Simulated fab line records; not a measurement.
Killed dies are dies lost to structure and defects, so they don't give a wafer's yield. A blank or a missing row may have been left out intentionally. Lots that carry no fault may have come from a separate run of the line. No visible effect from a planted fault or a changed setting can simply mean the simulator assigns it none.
Which of the tools did it? | flow n5-finfet | Sampling: 10 lots, 27 wafers, 5 of 1938 route steps

## WHAT THE GAUGES READ, wafer by wafer
N5_BEOL_M4_RC_MEAS_101. Usual: CHAIN_V1 229 ohm/link, standard deviation 9.6; DIBL_N 36.4 mV/V, standard deviation 1.7; DIBL_P 36.4 mV/V, standard deviation 2.1; IOFF_N 0.16 nA/um, standard deviation 0.035; IOFF_P 0.21 nA/um, standard deviation 0.035; ION_N 680 uA/um, standard deviation 11; ION_P 465 uA/um, standard deviation 6.8; SS_N 71.5 mV/dec, standard deviation 0.58; SS_P 73.2 mV/dec, standard deviation 0.72; VT_N 249 mV, standard deviation 3.6; VT_P -250 mV, standard deviation 3.1.
lot  | measured     | on        | CHAIN_V1 (ohm/link) | DIBL_N (mV/V)  | DIBL_P (mV/V)  | IOFF_N (nA/um) | IOFF_P (nA/um) | ION_N (uA/um) | ION_P (uA/um) | SS_N (mV/dec)  | SS_P (mV/dec)  | VT_N (mV)   | VT_P (mV)      | flag
L692 | day 8 13:37  | prober-01 | 234 230 253         | 36.0 35.2 37.9 | 37.7 36.5 39.5 | 0.17 0.16 0.22 | 0.24 0.22 0.28 | 685 686 693   | 469 471 476   | 71.2 71.3 72.1 | 73.6 73.5 74.4 | 248 249 247 | -250 -250 -246 |
L695 | day 9 17:30  | prober-02 | 238 246 232         | 37.9 35.0 37.2 | 39.1 34.9 37.8 | 0.19 0.13 0.16 | 0.23 0.17 0.21 | 686 666 669   | 461 458 459   | 72.5 70.4 71.7 | 74.7 73.3 73.2 | 247 255 251 | -251 -254 -252 |
L702 | day 11 07:11 | prober-01 | 202 219 227         | 35.3 35.7 36.4 | 34.5 34.5 34.9 | 0.14 0.15 0.16 | 0.18 0.20 0.20 | 679 679 678   | 463 461 459   | 71.1 71.2 71.6 | 72.3 72.8 73.1 | 250 248 247 | -252 -249 -252 |
L706 | day 12 04:37 | prober-01 | 206 225 224         | 34.6 35.9 36.6 | 35.4 36.7 36.7 | 0.13 0.16 0.17 | 0.18 0.20 0.19 | 671 684 684   | 468 471 466   | 69.9 71.1 71.0 | 72.8 73.8 73.2 | 252 251 253 | -253 -252 -252 |
L707 | day 12 09:25 | prober-02 | 235 190             | 37.1 36.5      | 38.1 37.3      | 0.16 0.15      | 0.22 0.21      | 680 656       | 461 452       | 71.9 71.4      | 73.2 72.5      | 250 254     | -251 -250      |
L708 | day 12 14:55 | prober-02 | 220 188             | 34.0 37.2      | 33.9 36.5      | 0.12 0.16      | 0.15 0.19      | 664 674       | 457 458       | 71.4 71.8      | 72.0 72.7      | 256 250     | -253 -252      |
L709 | day 13 08:45 | prober-01 | 220 196             | 36.3 38.8      | 34.1 36.5      | 0.15 0.21      | 0.21 0.24      | 680 686       | 469 465       | 71.4 71.3      | 73.1 73.6      | 249 247     | -249 -248      |
L710 | day 13 14:23 | prober-01 | 244 230 217         | 36.7 35.4 35.4 | 38.0 35.9 36.5 | 0.19 0.17 0.18 | 0.23 0.19 0.19 | 681 684 690   | 460 460 466   | 71.7 71.5 71.6 | 73.4 73.1 73.5 | 245 246 248 | -249 -253 -254 |
L712 | day 13 18:07 | prober-01 | 231 234 227         | 38.1 36.0 34.3 | 38.2 34.8 33.1 | 0.17 0.14 0.12 | 0.26 0.20 0.18 | 678 674 669   | 476 470 466   | 71.5 71.9 70.5 | 74.7 72.7 72.2 | 251 252 254 | -248 -250 -251 |
L713 | day 13 21:46 | prober-01 | 219 222 235         | 36.0 34.6 38.6 | 36.2 33.8 39.1 | 0.16 0.12 0.21 | 0.23 0.19 0.28 | 678 665 692   | 470 464 469   | 71.7 71.1 72.3 | 72.8 72.1 74.4 | 248 252 247 | -249 -251 -247 |

## TOOL THAT RAN EACH LOT (tool first, then ch and the chambers of the sampled wafers, then the start)
lot  | N5_BEOL_M2_VIA_ETCH_34             | N5_BEOL_M2_PRE_CLEAN_45      | N5_BEOL_M2_ALD_84                   | N5_BEOL_M2_SURFACE_TREAT_85
L692 | rie-diel-02 ch 0,1, day 7 04:05    | pvd-sputter-03, day 7 04:52  | ald-metal-02 ch 0,1,3, day 7 04:55  | pvd-sputter-02, day 7 05:08
L695 | rie-diel-04 ch 0,1,3, day 8 14:57  | pvd-sputter-03, day 8 15:55  | ald-metal-03 ch 0,1, day 8 16:02    | pvd-sputter-02, day 8 17:09
L702 | rie-diel-02 ch 1,2,3, day 9 21:11  | pvd-sputter-03, day 9 21:51  | ald-metal-02 ch 0,2,3, day 9 21:55  | pvd-sputter-03, day 9 22:10
L706 | rie-diel-04 ch 0,2,3, day 11 02:17 | pvd-sputter-03, day 11 03:22 | ald-metal-03 ch 0,2,3, day 11 03:26 | pvd-sputter-03, day 11 03:40
L707 | rie-diel-02 ch 0,1, day 11 05:40   | pvd-sputter-01, day 11 06:24 | ald-metal-02 ch 2,3, day 11 06:31   | pvd-sputter-03, day 11 06:44
L708 | rie-diel-01 ch 1,3, day 11 06:34   | pvd-sputter-03, day 11 09:01 | ald-metal-02 ch 0,2, day 11 09:08   | pvd-sputter-02, day 11 09:31
L709 | rie-diel-02 ch 1,2, day 11 15:16   | pvd-sputter-01, day 11 15:55 | ald-metal-02 ch 1,2, day 11 16:05   | pvd-sputter-01, day 11 16:26
L710 | rie-diel-04 ch 0,1,2, day 11 19:25 | pvd-sputter-03, day 11 19:56 | ald-metal-01 ch 0,1, day 11 19:59   | pvd-sputter-03, day 11 20:20
L712 | rie-diel-04 ch 0,3, day 12 08:35   | pvd-sputter-01, day 12 09:37 | ald-metal-03 ch 0,2,3, day 12 09:41 | pvd-sputter-01, day 12 10:04
L713 | rie-diel-01 ch 2,3, day 12 14:11   | pvd-sputter-03, day 12 15:05 | ald-metal-03 ch 0,1,3, day 12 15:13 | pvd-sputter-01, day 12 15:31
- N5_BEOL_M2_VIA_ETCH_34: etches the open film in C4F6/O2, target depth 69.4 nm, time 65.9 s.
- N5_BEOL_M2_PRE_CLEAN_45: time 30 s.
- N5_BEOL_M2_ALD_84: deposits TaN, pulse time 2 s, purge time 3 s, co reactant purge time 2 s.
- N5_BEOL_M2_SURFACE_TREAT_85

## WHAT THE TOOLS THEMSELVES READ (means of the sampled wafers that have a number; where no wafer has one, the mark that the record gives instead)
N5_BEOL_M2_VIA_ETCH_34. Usual: chamber-pressure-mTorr 14.998 mTorr, standard deviation 0.015; drypump-motor-current-A 5.8 A, standard deviation 0.55; oes-product-au 0.78 a.u., standard deviation 0.06; rf-vpp-V 663 V, standard deviation 12; showerhead-plenum-p-Torr 2.82 Torr, standard deviation 0.076; throttle-valve-pct 30.76 %, standard deviation 0.26.
lot  | tool        | chamber-pressure-mTorr (mTorr) | drypump-motor-current-A (A) | oes-product-au (a.u.) | rf-vpp-V (V) | showerhead-plenum-p-Torr (Torr) | throttle-valve-pct (%) | flag
L692 | rie-diel-02 | 15.002                         | 5.9                         | 0.73                  | 662          | 2.89                            | 30.96                  |
L695 | rie-diel-04 | 14.989                         | 6.1                         | 0.73                  | 672          | 2.75                            | 30.97                  |
L702 | rie-diel-02 | 15.003                         | 5.8                         | 0.72                  | 664          | 2.86                            | 30.98                  |
L706 | rie-diel-04 | 14.993                         | 6.1                         | 0.75                  | 663          | 2.72                            | 30.74                  |
L707 | rie-diel-02 | 14.990                         | 6.1                         | 0.81                  | 665          | 2.87                            | 30.88                  |
L708 | rie-diel-01 | 15.000                         | 5.8                         | 0.80                  | 660          | 2.88                            | 30.57                  |
L709 | rie-diel-02 | 14.997                         | 6.2                         | 0.72                  | 673          | 2.88                            | 30.93                  |
L710 | rie-diel-04 | 15.002                         | 6.3                         | 0.74                  | 663          | 2.74                            | 30.75                  |
L712 | rie-diel-04 | 14.995                         | 6.3                         | 0.70                  | 671          | 2.70                            | 30.98                  |
L713 | rie-diel-01 | 15.010                         | 5.5                         | 0.77                  | 674          | 2.78                            | 30.58                  |

N5_BEOL_M2_PRE_CLEAN_45. Usual: heater-power-w at 334 W, with a standard deviation of 32.
lot  | tool           | heater-power-w (W) | flag
L692 | pvd-sputter-03 | 343                |
L695 | pvd-sputter-03 | 352                |
L702 | pvd-sputter-03 | 325                |
L706 | pvd-sputter-03 | 344                |
L707 | pvd-sputter-01 | 314                |
L708 | pvd-sputter-03 | 313                |
L709 | pvd-sputter-01 | 322                |
L710 | pvd-sputter-03 | 345                |
L712 | pvd-sputter-01 | 330                |
L713 | pvd-sputter-03 | 352                |

N5_BEOL_M2_ALD_84. Usual: heater-power-w at 389 W, with a standard deviation of 39.
lot  | tool         | heater-power-w (W) | flag
L692 | ald-metal-02 | 425                |
L695 | ald-metal-03 | 391                |
L702 | ald-metal-02 | 404                |
L706 | ald-metal-03 | 357                |
L707 | ald-metal-02 | 395                |
L708 | ald-metal-02 | 394                |
L709 | ald-metal-02 | 389                |
L710 | ald-metal-01 | 428                |
L712 | ald-metal-03 | 359                |
L713 | ald-metal-03 | 386                |

## THE ANSWER, worked out from the rows above alone
Rule: take the mean of a lot's wafers that have a number; if it is more than 3 standard deviations from the usual mean, the lot is off. A lot without any number at a reading at which 4 lots or more have one is off too. Where the step has rows for the other lots, those lots are counted as sound. Order of review: gauges by route order, followed by the tools' own readings, for which a lot's mean as printed above is used. The first step at which some lot is off is used, and at that step the reading that is off furthest; a lot without a number counts as furthest.
No lot is off on any of the readings shown, so nothing can be concluded from this.

## WHAT THE SIMULATOR HAD INSERTED
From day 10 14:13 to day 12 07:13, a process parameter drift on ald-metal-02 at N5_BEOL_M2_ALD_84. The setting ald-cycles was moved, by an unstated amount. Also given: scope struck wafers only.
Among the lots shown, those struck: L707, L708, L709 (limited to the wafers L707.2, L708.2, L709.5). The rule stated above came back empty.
